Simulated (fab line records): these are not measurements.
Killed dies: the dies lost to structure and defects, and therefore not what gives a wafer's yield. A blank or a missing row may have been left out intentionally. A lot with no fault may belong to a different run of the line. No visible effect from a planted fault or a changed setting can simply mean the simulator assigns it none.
Chamber matching | flow nandHarc | NHARC_P_BONDPAD_DEP_00 on pecvd-01: 3 sister chambers
The step deposits SiCN, target thk 250 nm. 3 wafers are shown with their chamber, then 7 later ones without.

== WAFERS, EACH WITH ITS CHAMBER ==
wafer  | chamber | heaterPowerW (W)
L089.6 | 1       | 638
L094.1 | 2       | 549
L094.3 | 0       | 531

== WAFERS WHOSE CHAMBER IS MISSING ==
wafer  | heaterPowerW (W)
L094.5 | 553
L095.4 | 535
L095.5 | 626
L095.6 | 521
L097.1 | 569
L097.3 | 481
L097.5 | 502

== EACH ONE'S CHAMBER ==
wafer  | from the rows above     | in truth
L094.5 | can't be placed: 2 or 0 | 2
L095.4 | can't be placed: 0 or 2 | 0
L095.5 | 1                       | 1
L095.6 | can't be placed: 0 or 2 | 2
L097.1 | can't be placed: 2 or 0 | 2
L097.3 | can't be placed: 0 or 2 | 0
L097.5 | can't be placed: 0 or 2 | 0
Correct placement for 1 of the 7. Cannot be placed on the basis of these rows: 6; the candidates contain the true chamber in 6. Number placed wrongly: 0.
How it was worked out, from the rows above alone: a wafer's distance from a chamber is the root of the sum, over the readings, of the square of ((its reading less the chamber's mean) divided by the reading's scatter). If the next closest chamber is less than 2 further off than the closest, the wafer can't be placed; otherwise it belongs to the closest. The mean given for a chamber averages the wafers shown for that chamber. The scatter (one wafer shown for each chamber): square how far every hidden wafer sits from the nearest shown wafer, average those squares and take the square root.
